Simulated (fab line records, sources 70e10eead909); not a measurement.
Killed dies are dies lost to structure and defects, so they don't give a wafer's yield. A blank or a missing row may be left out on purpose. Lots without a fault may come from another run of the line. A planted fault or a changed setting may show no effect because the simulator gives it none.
A struck lot beside a sound one | flow nand_harc | 13 steps out of a route of 1302
Sound: wafers L888.2, L888.4, L888.6. Struck: wafers L895.2, L895.4, L895.6. The cause comes at the end.
At each step with rows: each side's tool, then ch and its chambers, then its first start. Under that, the readings that differ: sound wafers | struck wafers | difference of the means | sigmas: that difference in standard deviations of wafers without a fault.
alike: readings whose means differ by less than 2 such deviations, and words and numbers that are the same on both sides. not compared: withheld readings, readings that some wafer has no value for, bounds like >300 that may hide the same value, and numbers for which the record gives no deviation and whose values overlap.
The two part at a step that has a row with sigmas, a row that says differs or no value, or rows on one side only. Numbers that don't overlap but have no deviation are shown without sigmas and don't part them. A reading that every wafer of one side lacks parts them only if that side has two wafers or more.

NHARC_A_STAIRCASE_DESCUM_443: chemistry O2, time 3 s.
  sound on rie_diel-04 ch 0,1,3, day 20 10:40; struck on rie_diel-02 ch 0,2, day 23 09:30
  alike: drypump_motor_current_A, oes_product_au, rf_vpp_V, showerhead_plenum_p_Torr, throttle_valve_pct
  not compared: rf_hours_counter_h
NHARC_A_STAIRCASE_ETCH_444: etches the open film in C4F8/O2, target depth 20400 nm, time 6800 s.
  sound on rie_diel-04 ch 1,2, day 20 10:44; struck on rie_diel-02 ch 0,1,2, day 23 09:35
  alike: oes_product_au, rf_vpp_V
  not compared: rf_hours_counter_h
NHARC_A_STAIRCASE_STRIP_446: strips in O2.
  sound on plasma_asher-02 ch 0,1, day 20 15:12; struck on plasma_asher-01 ch 0,1, day 23 14:52
  reading                     | sound       | struck      | difference | sigmas
  drypump_motor_current_A (A) | 5.7 4.8 4.8 | 5.8 6.0 5.8 | +0.8       | +2
  alike: heater_power_w, rf_refl_power_W, temp_c
  not compared: rf_hours_counter_h
then, 3 steps without rows for these wafers: NHARC_A_STAIRCASE_STRIP_447 (strips in SPM, time 900 s); NHARC_A_STAIRCASE_PRECLEAN_448 (cleans in SC1); NHARC_A_STAIRCASE_SRD_449.
NHARC_A_STAIRCASE_CMP_450: polishes SiO2, target thk 200 nm.
  sound on cmp-04 ch 1,2,3, day 20 15:58; struck on cmp-03 ch 1,2, day 23 15:40
  alike: motor_current_A
NHARC_A_STAIRCASE_CMP_152: polishes.
  sound on cmp-04 ch 1,2,3, day 20 16:02; struck on cmp-03 ch 1,2, day 23 15:44
  alike: motor_current_A
then, 2 steps without rows for these wafers: NHARC_A_STAIRCASE_SRD_154; NHARC_A_STAIRCASE_ETCH_403 (etches SiO2 in dHF, target depth 108.2 nm).
NHARC_A_STAIRCASE_ETCHBACK_422: etches the open film in CH3F/O2, target depth 40 nm, time 74.286 s.
  sound on rie_diel-04 ch 1,3, day 20 16:31; struck on rie_diel-02 ch 0,2, day 23 16:13
  no value came back on the struck wafers for any of 7 readings (bias_w (W), ch3f_flow_sccm (sccm) and others); on the sound wafers bias_w (W) reads 100.4 99.5 100.2
  not compared: rf_hours_counter_h
then, 1 step without rows for these wafers: NHARC_A_STAIRCASE_ETCH_423 (etches SiO2 in dHF, target depth 30 nm).
-- the record jumps here: 5 days lie between the struck wafers' starts before and after (it left off in module A_STAIRCASE and takes up again in module END, whose first step shown is number 1302 of the route) --
NHARC_END_SORT_01:
  the record has rows for the struck wafers here (prober-02 ch 0, day 29 01:01) and none for the sound ones

WHERE THEY PART
First at NHARC_A_STAIRCASE_STRIP_446; last, within this record, at NHARC_END_SORT_01.

WHY: what the simulator had put in
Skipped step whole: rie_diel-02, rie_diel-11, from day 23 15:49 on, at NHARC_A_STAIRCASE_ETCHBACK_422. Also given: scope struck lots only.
